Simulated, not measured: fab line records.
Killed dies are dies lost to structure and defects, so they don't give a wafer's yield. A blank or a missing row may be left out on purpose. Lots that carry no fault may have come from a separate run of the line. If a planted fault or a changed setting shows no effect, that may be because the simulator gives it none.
fab line records	flow nand_harc
record lots=12	wafers=36	last_day=31
route steps=1302 shown A_BLC@1117 END@1302
lots untouched by any fault: they come from a run of this same line in which no faults occurred
start_h: the number of hours between the record's first day and the start of the first shown wafer of the lot	wait_h: time in hours since the lot's previous step	" repeats the value in the row above	L1.1+2: one row covering several wafers at once	- either no value or no given start	* or withheld: withheld	< > ~ a bound
route shown NAME@n: NAME is a module with steps in the file, n the number in the route of the first one	usual: average and standard deviation across the fault-free wafers	same: alike in all rows	chamber/n: place in a boat	sites: each site's reading	_std_site: standard deviation of those values	_edge_site: inner sites' mean taken away from outer sites' mean	radius_mm: how far each site lies from the wafer's centre	mask NAME#n: copy n	behind: the tool/chamber that last shaped the wafer	hold: why the lot went on hold/how many hours it stayed there/how the hold came to an end	device: names the non-switching transistor (n, p or np)	end of line: the route-end tests of the same wafers	for a step that has no rows: nothing shown but its recipe	killed: the dies lost at the first sort to structure and to defects; this is not the yield of the wafer	map: a wafer's dies, marking killed ones x, the rest . and places with no die _
set.NAME: setting as actually run; set.NAME@STEP: the setting as run at that earlier step	model.NAME: the simulator's own value behind a step, which no gauge read
steps of the route over a sample of lots; a table a step, a row a wafer
services: from which hour (start_h, from the record's first day; less than 0 if before it) a tool's chamber was out of use, for how many hours, and why
## steps
# step NHARC_A_BLC_CD_MEAS_10
# recipe target_cd_nm=100	landing_energy_ev=500
# usual cd_nm=100.1/0.73
lot.wafer	tool	chamber	start_h	wait_h	cd_nm
L672.1	cd_sem-02	0	522.11	-	100.2
L672.2	"	0	"	"	99.3
L672.6	"	0	"	"	99.4
L674.1	cd_sem-02	0	531.62	-	100.1
L674.2	"	0	"	"	99.2
L674.3	"	0	"	"	99.4
L673.3	cd_sem-03	0	537.48	-	99.1
L673.4	"	0	"	"	99.8
L673.5	"	0	"	"	100.4
L675.1	cd_sem-02	0	539.69	-	101.2
L675.2	"	0	"	"	100.3
L675.6	"	0	"	"	100.8
L680.1	cd_sem-01	0	595.94	-	101.0
L680.3	"	0	"	"	99.7
L680.6	"	0	"	"	100.2
L679.1	cd_sem-01	0	599.73	-	99.1
L679.3	"	0	"	"	101.3
L679.5	"	0	"	"	100.0
L681.1	cd_sem-02	0	633.67	-	100.6
L681.2	"	0	"	"	99.9
L681.3	"	0	"	"	100.3
L683.2	cd_sem-03	0	638.16	-	99.2
L683.3	"	0	"	"	99.0
L683.5	"	0	"	"	99.9
L687.3	cd_sem-03	0	662.78	-	100.8
L687.5	"	0	"	"	99.0
L687.6	"	0	"	"	98.9
L686.1	cd_sem-02	0	668.97	-	99.6
L686.2	"	0	"	"	99.7
L686.3	"	0	"	"	98.8
L688.1	cd_sem-02	0	674.49	-	101.0
L688.3	"	0	"	"	100.9
L688.4	"	0	"	"	100.3
L689.1	cd_sem-01	0	704.53	-	101.1
L689.3	"	0	"	"	100.2
L689.4	"	0	"	"	100.9
# step NHARC_A_BLC_ETCH_17
# recipe target_depth_a=3900	over_etch_frac=0.25	time_s=609.38	ion_energy_ev=200	n2_flow_sccm=150	h2_flow_sccm=150	ar_flow_sccm=0	rf_w=400	bias_w=150	chemistry=N2/H2
# usual drypump_motor_current_A=5.8/0.5	oes_product_au=0.998/0.011	rf_fwd_power_W=399.4/1.2	rf_vpp_V=430.8/2.6	run_length_s=630.7/0.37	showerhead_plenum_p_Torr=2.05/0.092	throttle_valve_pct=14.171/0.0084
lot.wafer	tool	chamber	start_h	wait_h	drypump_motor_current_A	oes_product_au	rf_fwd_power_W	rf_hours_counter_h	rf_vpp_V	run_length_s	showerhead_plenum_p_Torr	throttle_valve_pct
L672.2	rie_diel-10	0	522.48	-	5.3	1.003	397.6	5	433.6	631.0	2.14	14.175
L672.1	"	1	"	"	6.5	1.005	398.0	6	427.0	630.6	1.97	14.174
L672.6	"	1	"	"	6.5	1.001	397.9	-	429.2	630.7	1.97	14.179
L674.1	rie_diel-01	1	531.98	-	6.5	1.002	400.5	13	427.6	630.9	1.93	14.160
L674.2	"	3	"	"	5.3	1.002	397.4	13	432.5	631.0	2.09	14.164
L674.3	"	0	"	"	5.6	1.002	400.3	12	430.9	630.2	2.03	14.169
L673.4	rie_diel-10	2	537.84	-	5.9	0.984	401.1	6	432.2	630.4	2.08	14.162
L673.3	"	1	"	"	6.5	1.007	400.3	6	428.9	630.6	1.97	14.174
L673.5	"	2	"	"	5.9	0.979	400.2	-	433.4	630.1	2.08	14.180
L675.1	rie_diel-10	2	540.05	-	5.9	0.975	399.5	7	432.1	630.8	2.08	14.165
L675.2	"	3	"	"	5.6	0.997	399.1	6	434.6	631.0	2.17	14.180
L675.6	"	3	"	"	5.6	1.000	401.9	-	433.5	630.7	2.17	14.171
L680.1	rie_diel-01	3	596.31	-	5.3	0.988	397.9	3	431.2	630.8	2.08	14.173
L680.3	"	1	"	"	6.5	1.002	398.6	2	426.7	630.2	1.93	14.181
L680.6	"	0	"	"	5.6	1.021	400.7	-	432.1	630.7	2.03	14.176
L679.1	rie_diel-01	1	600.09	-	6.5	1.008	399.7	3	427.2	630.8	1.93	14.174
L679.3	"	3	"	"	5.3	0.979	399.0	3	431.4	630.6	2.08	14.164
L679.5	"	2	"	"	5.2	0.988	399.4	-	427.8	630.2	1.92	14.172
L681.2	rie_diel-01	3	634.03	-	5.3	0.985	399.8	7	432.9	631.1	2.08	14.168
L681.1	"	0	"	"	5.6	1.007	400.9	7	430.4	630.7	2.02	14.162
L681.3	"	2	"	"	5.2	1.002	400.4	6	427.2	630.3	1.92	14.170
L683.3	rie_diel-10	1	638.51	-	6.5	1.003	399.0	1	428.7	631.3	1.97	14.162
L683.2	"	0	"	"	5.2	1.001	398.5	1	432.1	631.4	2.14	14.172
L683.5	"	1	"	"	6.5	0.998	400.9	-	427.7	630.7	1.97	14.149
L687.3	rie_diel-10	1	663.14	-	6.5	0.992	396.0	3	428.4	631.2	1.97	14.165
L687.6	"	1	"	"	6.5	0.990	399.4	-	427.9	630.7	1.97	14.161
L687.5	"	2	"	"	5.9	0.977	397.6	-	432.3	630.7	2.08	14.169
L686.3	rie_diel-10	3	669.38	-	5.6	1.000	399.2	3	433.3	630.6	2.16	14.164
L686.2	"	0	"	"	5.2	1.008	399.1	3	434.4	662.2	2.14	14.180
L686.1	"	1	"	"	6.5	0.994	399.8	4	427.7	630.9	1.97	14.170
L688.4	rie_diel-01	2	674.90	-	5.1	1.010	400.6	9	427.1	630.3	1.92	14.169
L688.1	"	3	"	"	5.3	0.987	398.7	10	431.5	631.0	2.08	14.181
L688.3	"	0	"	"	5.7	1.009	399.9	10	429.7	630.2	2.02	14.166
L689.4	rie_diel-10	3	704.90	-	5.6	1.013	398.1	5	433.8	631.0	2.16	14.175
L689.3	"	0	"	"	5.3	1.002	396.2	5	433.3	661.8	2.14	14.173
L689.1	"	2	"	"	5.9	0.989	399.1	6	432.1	630.1	2.08	14.161
# step NHARC_A_BLC_STRIP_21
# recipe o2_flow_sccm=500	ar_flow_sccm=0	bias_w=0	chemistry=O2
# usual drypump_motor_current_A=5.8/0.48	oes_product_au=0.998/0.011	rf_vpp_V=57.8/0.8	showerhead_plenum_p_Torr=3.52/0.15	throttle_valve_pct=17.037/0.009
lot.wafer	tool	chamber	start_h	wait_h	drypump_motor_current_A	oes_product_au	rf_hours_counter_h	rf_vpp_V	showerhead_plenum_p_Torr	throttle_valve_pct
L672.2	rie_diel-01	1	523.46	0.1	6.5	0.992	12	58.0	3.36	17.042
L672.1	"	2	"	"	5.2	0.997	14	57.9	3.34	17.041
L672.6	"	1	"	"	6.5	1.001	-	57.3	3.36	17.037
L674.3	rie_diel-10	2	532.95	0.1	5.9	0.979	6	58.5	3.59	17.036
L674.1	"	0	"	"	5.3	0.992	6	58.3	3.69	17.033
L674.2	"	1	"	"	6.5	1.009	6	56.6	3.42	17.046
L673.4	rie_diel-01	0	538.82	0.1	5.6	1.008	13	58.3	3.51	17.042
L673.3	"	3	"	"	5.4	1.009	14	58.1	3.60	17.037
L673.5	"	1	"	"	6.5	1.009	-	59.3	3.36	17.019
L675.2	rie_diel-10	0	541.04	0.1	5.3	1.008	6	57.5	3.69	17.046
L675.1	"	1	"	"	6.5	1.009	7	58.1	3.42	17.021
L675.6	"	2	"	"	5.9	0.983	-	58.3	3.59	17.028
L680.1	rie_diel-01	1	597.32	0.1	6.5	1.002	2	55.6	3.35	17.039
L680.3	"	0	"	"	5.7	1.015	3	58.8	3.51	17.025
L680.6	"	2	"	"	5.2	0.986	-	57.5	3.34	17.030
L679.1	rie_diel-01	2	601.06	0.1	5.2	0.999	3	57.0	3.34	17.039
L679.3	"	0	"	"	5.6	1.009	3	59.0	3.51	17.036
L679.5	"	2	"	"	5.2	1.006	-	56.4	3.34	17.033
L681.2	rie_diel-13	1	635.01	0.1	6.6	1.020	33	58.3	3.70	17.039
L681.3	"	2	"	"	5.8	0.996	34	57.6	3.72	17.027
L681.1	"	0	"	"	5.6	0.980	32	57.6	3.30	17.028
L683.3	rie_diel-10	1	639.49	0.1	6.5	1.008	2	57.1	3.42	17.040
L683.2	"	2	"	"	5.9	0.975	2	58.0	3.59	17.040
L683.5	"	1	"	"	6.5	0.993	-	58.6	3.42	17.057
L687.3	rie_diel-10	2	664.11	0.1	5.9	0.978	3	58.3	3.59	17.042
L687.5	"	2	"	"	5.9	0.981	-	57.3	3.59	17.016
L687.6	"	3	"	"	5.6	0.998	-	58.2	3.72	17.049
L686.1	rie_diel-01	0	670.31	0.1	5.6	1.007	10	57.5	3.50	17.032
L686.3	"	1	"	"	6.5	1.008	9	58.4	3.35	17.031
L686.2	"	2	"	"	5.1	0.999	9	56.2	3.33	17.029
L688.1	rie_diel-10	2	675.83	0.1	5.9	0.983	5	57.4	3.59	17.036
L688.3	"	3	"	"	5.6	1.011	4	57.8	3.72	17.023
L688.4	"	0	"	"	5.2	1.007	4	58.0	3.69	17.027
L689.1	rie_diel-01	3	705.87	0.1	5.3	0.991	12	59.5	3.59	17.042
L689.4	"	0	"	"	5.6	1.010	12	56.9	3.50	17.054
L689.3	"	1	"	"	6.5	1.004	11	58.2	3.35	17.045
# step NHARC_A_BLC_CVD_24
# recipe target_thk_a=1500	temp_c=300	pressure_torr=40	wf6_flow_sccm=40	h2_flow_sccm=1600	ar_flow_sccm=1560	time_s=434	material=W
# usual heater_power_w=488/18	mfc_h2_sccm=1600/4.7	throttle_valve_pct=7.95/0.24
lot.wafer	tool	chamber	start_h	wait_h	heater_power_w	mfc_h2_sccm	throttle_valve_pct
L672.2	cvd_w-02	0	-	-	519	1602	7.72
L672.1	"	1	"	"	452	1615	8.16
L672.6	"	0	"	"	533	1605	7.85
L674.2	cvd_w-02	0	-	-	524	1599	8.05
L674.1	"	1	"	"	468	1593	7.81
L674.3	"	0	"	"	519	1596	7.80
L673.3	cvd_w-01	1	-	-	491	1597	7.35
L673.4	"	0	"	"	507	1598	8.22
L673.5	"	0	"	"	513	1594	8.15
L675.2	cvd_w-02	0	-	-	519	1596	7.93
L675.1	"	1	"	"	457	1602	7.75
L675.6	"	1	"	"	457	1602	7.67
L680.1	cvd_w-02	1	-	-	470	1596	7.84
L680.3	"	0	"	"	526	1602	7.70
L680.6	"	0	"	"	526	1600	7.79
L679.1	cvd_w-01	0	-	-	496	1597	8.10
L679.3	"	0	"	"	488	1600	8.02
L679.5	"	1	"	"	468	1604	7.71
L681.2	cvd_w-01	1	-	-	475	1605	8.02
L681.1	"	0	"	"	497	1592	8.05
L681.3	"	0	"	"	492	1596	8.28
L683.2	cvd_w-01	0	-	-	498	1599	8.02
L683.3	"	1	"	"	466	1603	7.63
L683.5	"	0	"	"	494	1601	8.36
L687.3	cvd_w-02	0	-	-	497	1593	7.72
L687.6	"	0	"	"	498	1597	7.86
L687.5	"	1	"	"	491	1596	8.42
L686.2	cvd_w-01	1	-	-	472	1606	7.80
L686.1	"	0	"	"	494	1606	7.99
L686.3	"	1	"	"	468	1599	7.70
L688.1	cvd_w-02	0	-	-	503	1599	7.87
L688.3	"	0	"	"	500	1598	7.87
L688.4	"	1	"	"	482	1599	8.27
L689.1	cvd_w-01	0	-	-	499	1591	8.17
L689.4	"	0	"	"	492	1597	8.22
L689.3	"	1	"	"	462	1596	7.83
# step NHARC_END_SORT_01
# recipe temp_c=25
# usual killed_at_array=49/19	killed_at_other=0.9/1.1	killed_at_periphery=4.0/2.7	killed_dies=54/19	killed_open=3.3/1.8	killed_short=2.6/1.6
# same gross_dies=677
lot.wafer	tool	chamber	start_h	wait_h	killed_at_array	killed_at_other	killed_at_periphery	killed_dies	killed_open	killed_short
L679.1	prober-01	0	646.04	2.5	41	0	0	41	0	0
L679.3	prober-01	0	647.64	3.1	39	1	1	41	2	4
L679.5	prober-01	0	649.23	3.7	33	3	3	39	3	7
L687.3	prober-01	0	716.34	3.1	40	0	8	48	3	2
L687.5	prober-01	0	717.94	3.7	44	2	2	48	4	2
L687.6	prober-01	0	718.73	4.0	33	0	6	39	4	4
L686.1	prober-02	0	722.56	2.5	26	0	4	30	2	6
L686.2	prober-02	0	723.36	2.8	25	0	1	26	2	3
L686.3	prober-02	0	724.16	3.1	30	1	4	35	5	5
# killed by level:class
L679.1 A_SLIT:chamber_film_flake=21 A_CHANNEL_HOLE_D2:chamber_film_flake=11 A_CHANNEL_HOLE_D1:chamber_film_flake=4 A_STAIRCASE:chamber_film_flake=2 A_CONTACT:chamber_film_flake=2 A_SGD_CUT:chamber_film_flake=1
L679.3 A_SLIT:chamber_film_flake=17 A_CHANNEL_HOLE_D2:chamber_film_flake=12 A_CONTACT:chamber_film_flake=4 A_M0:geometric_particle:short=2 P_CONTACT:geometric_particle:open=1 A_CHANNEL_FILL_D1:geometric_particle:short=1 A_CHANNEL_FILL_D2:geometric_particle:open=1 A_WL_FILL:geometric_particle:short=1
L679.5 A_SLIT:chamber_film_flake=11 A_CHANNEL_HOLE_D2:chamber_film_flake=8 A_ONON_D1:geometric_particle:short=3 A_CONTACT:chamber_film_flake=3 A_WL_FILL:chamber_film_flake=2 THIN_TSV:chamber_film_flake=2 P_GATE:geometric_particle:open=1 P_M2:geometric_particle:short=1
L687.3 A_CHANNEL_HOLE_D2:chamber_film_flake=16 A_CHANNEL_HOLE_D1:chamber_film_flake=9 P_CONTACT:chamber_film_flake=6 A_SLIT:chamber_film_flake=5 A_DECK1_JOINT:chamber_film_flake=3 A_STAIRCASE:chamber_film_flake=2 A_CHANNEL_FILL_D1:geometric_particle:open=1 P_CONTACT:geometric_particle:open=1
L687.5 A_CHANNEL_HOLE_D2:chamber_film_flake=17 A_CHANNEL_HOLE_D1:chamber_film_flake=11 A_CONTACT:chamber_film_flake=5 A_STAIRCASE:chamber_film_flake=4 A_CHANNEL_FILL_D2:geometric_particle:open=2 P_CONTACT:chamber_film_flake=2 A_DECK1_JOINT:chamber_film_flake=2 A_ONON_D2:geometric_particle:open=1
L687.6 A_CHANNEL_HOLE_D2:chamber_film_flake=11 A_CHANNEL_HOLE_D1:chamber_film_flake=6 A_STAIRCASE:chamber_film_flake=6 P_CONTACT:chamber_film_flake=3 A_DECK1_JOINT:geometric_particle:open=2 A_SGD_CUT:geometric_particle:short=2 A_SLIT:chamber_film_flake=2 A_CONTACT:chamber_film_flake=2
L686.1 A_CHANNEL_HOLE_D1:chamber_film_flake=8 A_CONTACT:chamber_film_flake=7 A_CHANNEL_FILL_D1:geometric_particle:short=2 P_ZERO_WELL:chamber_film_flake=2 A_STAIRCASE:chamber_film_flake=2 P_GATE:geometric_particle:open=1 A_ONON_D1:geometric_particle:short=1 A_DECK1_JOINT:geometric_particle:short=1
L686.2 A_CHANNEL_HOLE_D1:chamber_film_flake=9 A_CONTACT:chamber_film_flake=4 A_SLIT:chamber_film_flake=3 A_DECK1_JOINT:chamber_film_flake=2 A_CHANNEL_HOLE_D2:chamber_film_flake=2 P_CONTACT:geometric_particle:open=1 A_ONON_D1:geometric_particle:short=1 A_ONON_D2:geometric_particle:short=1
L686.3 A_CHANNEL_HOLE_D1:chamber_film_flake=9 A_CONTACT:chamber_film_flake=5 A_STAIRCASE:chamber_film_flake=3 A_SLIT:chamber_film_flake=3 P_CONTACT:geometric_particle:open=2 A_CHANNEL_HOLE_D2:geometric_particle:short=2 P_GATE:geometric_particle:short=1 A_CHANNEL_FILL_D1:geometric_particle:open=1
## services
tool	chamber	start_h	hours	kind
rie_diel-01	1	500.68	4.1	repair
cvd_w-01	1	501.31	2.9	repair
rie_diel-10	0	502.02	-	clean
rie_diel-10	1	502.02	-	clean
rie_diel-10	2	502.02	-	clean
rie_diel-10	3	502.02	-	clean
rie_diel-01	1	520.40	1.4	repair
rie_diel-10	0	526.52	-	clean
rie_diel-10	1	526.52	-	clean
rie_diel-10	2	526.52	-	clean
rie_diel-10	3	526.52	-	clean
cvd_w-01	-	547.00	13.0	pm
cvd_w-02	-	547.04	0.5	repair
rie_diel-10	0	551.02	-	clean
rie_diel-10	1	551.02	-	clean
rie_diel-01	-	557.84	9.0	pm
rie_diel-10	2	570.54	2.1	repair
rie_diel-10	-	596.52	9.0	pm
rie_diel-01	1	610.30	6.6	repair
cvd_w-02	-	631.48	13.0	pm
cvd_w-02	1	678.32	3.6	repair
cvd_w-01	-	683.56	1.5	repair
rie_diel-01	2	689.45	3.2	repair
rie_diel-13	-	696.92	9.0	pm
## key
first_sign step=NHARC_A_BLC_ETCH_17	reading=run_length_s	direction=up	sigmas=84	usual=*	struck=*
effect none on later readings
met_at NHARC_A_BLC_ETCH_17
struck_lots L686,L689
struck_wafers L686.2,L689.3
tester_left_out L686,L689
not_acting_at NHARC_A_BLC_CD_MEAS_10,NHARC_A_BLC_STRIP_21,NHARC_A_BLC_CVD_24
onset_between 638.51 669.38
fault kind=process_parameter_drift	tool=rie_diel-10	chamber=0	onset_h=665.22	steps=NHARC_A_BLC_ETCH_17	channel=time_s	offset=*	shape=step	end_h=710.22	acts_in=*	stated=*
# tester_left_out: of these lots the tester's yield and bins aren't shown, on N5 and GAA mostly nor the transistor test; their killed dies are dies lost to structure and defects alone, not to doping, threshold or leakage, so they don't give the yield
